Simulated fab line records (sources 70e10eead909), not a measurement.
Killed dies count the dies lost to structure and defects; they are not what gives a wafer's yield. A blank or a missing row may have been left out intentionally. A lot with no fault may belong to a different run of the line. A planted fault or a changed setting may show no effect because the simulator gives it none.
Problem report, 8D (eight disciplines) form, completed by code    flow nand harc    the parts of the form that need people (team, actions taken, sign-off) are left out

== 1. WHAT IS WRONG ==
run length s at NHARC_THIN_TSV_ETCH_59 reads a mean of 134.5 s on 3 wafers of 2 lots; wafers without a fault read 159.5 s with a standard deviation of 0.45. That puts it -55 standard deviations away from the usual mean.
The step: etches the open film in Cl2/BCl3, target depth 880 nm, time 138.1 s.
Earliest sighting: wafer L826.4 on rie metal-03 at day 23 12:56. At this step, 42 wafers from 14 lots have a number in the record. The rule behind "out" and "out of limits": a value lying over 4 standard deviations away from the usual mean. Any other wafer with a number is counted as sound.

== 2. WHAT THIS IS AND IS NOT ==
question                     is                      is not
which readings at this step  run length s            bcl3 flow sccm, drypump motor current A, oes product au
which lots                   L826, L830              L808, L809, L810, L812, L813, L815, L816, L817, L819, L821, L822, L823
which wafers of those lots   L826.4, L830.4, L830.5  L826.1, L826.3, L830.2
read on which tools          rie metal-03            rie metal-01, rie metal-02
when                         from day 23 12:56       up to then (38 sound wafers); but 1 sound wafer of L830 came after

== 3. SUSPECTS, AND WHAT RULES EACH OUT ==
Counting: a tool at a process step up to the reading stays a suspect if it ran every lot that is out. Sound lots after the first of them don't rule it out here, since some wafers of a struck lot are sound.
- plasma asher-01 at NHARC_THIN_TSV_STRIP_62 (strips in N2/H2, time 20 s): kept. It ran every lot that is out, first L826 (day 23 09:22); its last sound lot up to then is L822 (day 22 17:25).
- rie metal-03 at NHARC_THIN_TSV_ETCH_59 (etches the open film in Cl2/BCl3, target depth 880 nm, time 138.1 s): kept. It ran every lot that is out, first L826 (day 23 12:56); its last sound lot up to then is L823 (day 23 04:59). On those wafers its own readings are out: run length s.
- At NHARC_THIN_TSV_ETCH_59 on rie metal-03, chamber 1 took the sound wafers of the same lots and chamber 0 took the wafers that are out.
What counting leaves: plasma asher-01 at NHARC_THIN_TSV_STRIP_62 and rie metal-03 at NHARC_THIN_TSV_ETCH_59.

== 4. THE CAUSE (what the simulator had put in) ==
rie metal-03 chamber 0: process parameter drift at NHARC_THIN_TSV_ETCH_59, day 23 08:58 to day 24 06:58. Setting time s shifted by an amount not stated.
Counting left 2 suspects, and this tool is among them.

== 5. SEQUENCE OF EFFECTS, ordered by route ==
Rows list readings where the struck wafers' mean (over those with a number) sits beyond 3 standard deviations from the usual. Only readings whose record carries a usual standard deviation are examined. hours: median over the lots of the time between each lot's start at the first step of this table that gives one and its start at this step. sigmas: the change, counted in usual standard deviations.
hours  step                    reading       usual    on struck wafers  change  sigmas
0      NHARC_THIN_TSV_ETCH_59  run length s  159.5 s  134.5             -25.0   -55
The process steps in it:
- NHARC_THIN_TSV_ETCH_59: etches the open film in Cl2/BCl3, target depth 880 nm, time 138.1 s.

== 6. HOW IT WOULD HAVE BEEN CAUGHT EARLIER ==
First out-of-limits reading in this record: day 23 12:56, which is 4 hours after fault onset at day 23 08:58.
